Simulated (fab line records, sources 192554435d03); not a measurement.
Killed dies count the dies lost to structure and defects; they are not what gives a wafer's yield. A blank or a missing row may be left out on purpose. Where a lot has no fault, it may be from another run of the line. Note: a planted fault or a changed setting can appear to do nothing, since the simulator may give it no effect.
A lot that was struck, set against a sound lot || flow n5_finfet || 42 out of 1938 route steps
Sound: wafers L595.3, L595.4, L595.6. Struck: wafers L612.2, L612.4, L612.6. The cause is named last.
Each step with rows lists, per side, the tool, then ch with its chambers, then its first start. Under that, the readings that differ: sound wafers || struck wafers || difference of the means || sigmas: that difference in standard deviations of wafers without a fault.
alike: readings whose means differ by less than 2 such deviations, and words and numbers that are the same on both sides. not compared: withheld readings, readings that some wafer has no value for, bounds like >300 that may hide the same value, and numbers for which the record gives no deviation and whose values overlap.
A row with sigmas, a row that says differs or no value, or rows on one side alone: a step with any of these is where the two part. Numbers that don't overlap but have no deviation are shown without sigmas and don't part them. A reading that every wafer of one side lacks parts them only if that side has two wafers or more.

first, 1 step without rows for these wafers: N5_MOL_CONTACT_COAG_PRE_CLEAN_142 (time 60 s).
N5_MOL_CONTACT_COAG_SPUTTER_130: material Co, target thk 47.5 nm.
  sound: pvd_sputter-02 at day 5 13:38; struck: pvd_sputter-03 at day 9 18:15
  alike: throttle_valve_pct
then, 5 steps without rows for these wafers: N5_MOL_CONTACT_COAG_PRECLEAN_125 (cleans in DIW, time 57.5 s); N5_MOL_CONTACT_COAG_SRD_126 (dry time 32 s); N5_MOL_CONTACT_COAG_CMP_23 (polishes, stops on SiO2, t overpolish 1.5 s, target thk 0 nm); N5_MOL_CONTACT_COAG_WET_ETCH_26 (target Co, target depth 13 nm); N5_MOL_CONTACT_COAG_WET_ETCH_116 (etches the open film in SC1-inhibited, target depth 4.6 nm, rinse time 30 s).
N5_MOL_CONTACT_COAG_ALD_27: deposits SiOC, target thk 17 nm, pulse time 1.5 s, time 2720 s.
  sound on ald_sin-02 ch 1,3, day 5 14:41; struck on ald_sin-03 ch 0,2,3, day 9 19:16
  alike: ald_cycles, heater_power_w, precursor_pulse_height_rel
then, 1 step without rows for these wafers: N5_MOL_CONTACT_COAG_CMP_28 (polishes, stops on SiNx, t overpolish 0.85 s, target thk 14.522 nm).
N5_MOL_CONTACT_COAG_THK_MEAS_29:
  sound: film_metro-01 at day 5 16:32; struck: film_metro-02 at day 9 21:08
  alike: MD_CAP_THK
N5_MOL_CONTACT_COAG_ALD_123: deposits SiNx, target thk 5 nm, pulse time 1 s, purge time 2 s.
  sound on ald_sin-03 ch 0,1,2, day 5 16:35; struck on ald_sin-03 ch 1,2, day 9 21:10
{"reading": "ald_cycles", "sound": "100 100 100", "struck": "130 130 130", "difference": "+30", "sigmas": ""}
{"reading": "model.SiNx_of_MOL_CONTACT_COAG_ALD_123.thk_nm (nm)", "sound": "5 5 5", "struck": "6.6 6.6 6.6", "difference": "+1.6", "sigmas": ""}
  alike: heater_power_w, precursor_pulse_height_rel
then, 10 steps without rows for these wafers: N5_MOL_CONTACT_COAG_PECVD_31 (deposits SiO2 from TEOS/O2, target thk 46 nm, time 8.9 s); N5_MOL_CONTACT_COAG_COAT_75 (time 60 s, resist thk 60 nm); N5_MOL_CONTACT_COAG_COAT_76 (time 60 s, resist thk 10 nm); N5_MOL_CONTACT_COAG_COAT_77 (time 60 s, resist thk 10 nm); N5_MOL_CONTACT_COAG_COAT_78 (resist thk 40 nm); N5_MOL_CONTACT_COAG_EBR_80; N5_MOL_CONTACT_COAG_SOFTBAKE_79 (time 60 s); N5_MOL_CONTACT_COAG_EXPOSE_81 (exposes mask VG, defocus 0 nm); N5_MOL_CONTACT_COAG_PEB_82 (peb time 60 s); N5_MOL_CONTACT_COAG_DEVELOP_83 (develop time 30 s).
N5_MOL_CONTACT_COAG_CD_MEAS_84: the cd target is 25.1 nm.
  sound on cd_sem-01 ch 0, day 5 17:25; struck on cd_sem-03 ch 0, day 9 22:02
  alike: cd_nm
N5_MOL_CONTACT_COAG_OVL_MEAS_85:
  sound on overlay-02 ch 0, day 5 17:28; struck on overlay-02 ch 0, day 9 22:04
  alike: VG_OVL
N5_MOL_CONTACT_COAG_INSPECT_57: inspects for defects (brightfield).
  sound: defect_inspect-01 at day 5 17:31; struck: defect_inspect-01 at day 9 22:07
  alike: raw_defect_count
then, 1 step without rows for these wafers: N5_MOL_CONTACT_COAG_DESCUM_88 (chemistry O2, time 7 s).
N5_MOL_CONTACT_COAG_ETCH_89: etches underlayer in N2/H2, target depth 13 nm, time 10.4 s.
  sound on rie_diel-04 ch 0,2,3, day 5 17:35; struck on rie_diel-03 ch 1,2,3, day 9 22:11
  alike: drypump_motor_current_A, etch_rf_on_time_s, oes_product_au, rf_vpp_V, showerhead_plenum_p_Torr, throttle_valve_pct
  not compared: rf_hours_counter_h
then, 2 steps without rows for these wafers: N5_MOL_CONTACT_COAG_ETCH_90 (etches SiARC in CF4, target depth 13 nm, time 21.7 s); N5_MOL_CONTACT_COAG_ALD_131 (deposits SiO2, target thk 5 nm, pulse time 1 s, co reactant pulse time 1 s).
N5_MOL_CONTACT_COAG_ETCHBACK_132: etches SiO2 in CHF3, target depth 10 nm, time 6.7 s.
  sound on rie_diel-04 ch 1,2, day 5 17:52; struck on rie_diel-03 ch 0,2, day 9 22:28
  alike: drypump_motor_current_A, oes_product_au, rf_vpp_V, showerhead_plenum_p_Torr, throttle_valve_pct
  not compared: rf_hours_counter_h
then, 8 steps without rows for these wafers: N5_MOL_CONTACT_COAG_ETCH_91 (etches SOC in N2/H2, target depth 60 nm, overetch 21 nm, time 101.2 s); N5_MOL_CONTACT_COAG_STRIP_92 (strips in N2/H2); N5_MOL_CONTACT_COAG_STRIP_93 (strips in N2/H2); N5_MOL_CONTACT_COAG_ETCHBACK_135 (etches SiO2 in CHF3, target depth 25 nm, time 16.7 s); N5_MOL_CONTACT_COAG_STRIP_118 (strips in CHF3); N5_MOL_CONTACT_COAG_VIA_ETCH_46 (etches SiO2 in C4F6/O2, target depth 46 nm, overetch 9.2 nm, time 40 s); N5_MOL_CONTACT_COAG_STRIP_96 (strips in N2/H2); N5_MOL_CONTACT_COAG_ETCH_47 (etches SiNx in CH3F/O2, stops on W, target depth 27 nm).
N5_MOL_CONTACT_COAG_STRIP_119: strips in N2/H2, time 30 s.
  sound on plasma_asher-02 ch 0,1, day 5 18:13; struck on plasma_asher-02 ch 0,1, day 9 22:49
  alike: drypump_motor_current_A, heater_power_w
  not compared: rf_hours_counter_h
then, 2 steps without rows for these wafers: N5_MOL_CONTACT_COAG_PRECLEAN_144 (cleans in alkaline clean, time 60 s); N5_MOL_CONTACT_COAG_SRD_145 (time 30 s).
N5_MOL_CONTACT_COAG_ETCH_124: etches SiNx in CH3F/O2, stops on SiOC, target depth 6.5 nm.
  sound on rie_diel-03 ch 0,1, day 5 20:02; struck on rie_diel-03 ch 0,3, day 9 23:58
{"reading": "oes_product_au (a.u.)", "sound": "0.60 0.60 0.79", "struck": "0.87 0.85 0.86", "difference": "+0.20", "sigmas": "+3"}
{"reading": "model.etch.depth_nm (nm)", "sound": "5.027 5.007 5.022", "struck": "6.529 6.5 6.483", "difference": "+1.485", "sigmas": ""}
  alike: drypump_motor_current_A, rf_vpp_V, showerhead_plenum_p_Torr, throttle_valve_pct
  not compared: rf_hours_counter_h
N5_PASSIVATION_PROBE_49:
  the record has rows for the sound wafers here (prober-02, day 12 11:50) and none for the struck ones

== WHERE THEY PART ==
First at N5_MOL_CONTACT_COAG_ETCH_124; last, within this record, at N5_PASSIVATION_PROBE_49.

WHY: what the simulator had put in
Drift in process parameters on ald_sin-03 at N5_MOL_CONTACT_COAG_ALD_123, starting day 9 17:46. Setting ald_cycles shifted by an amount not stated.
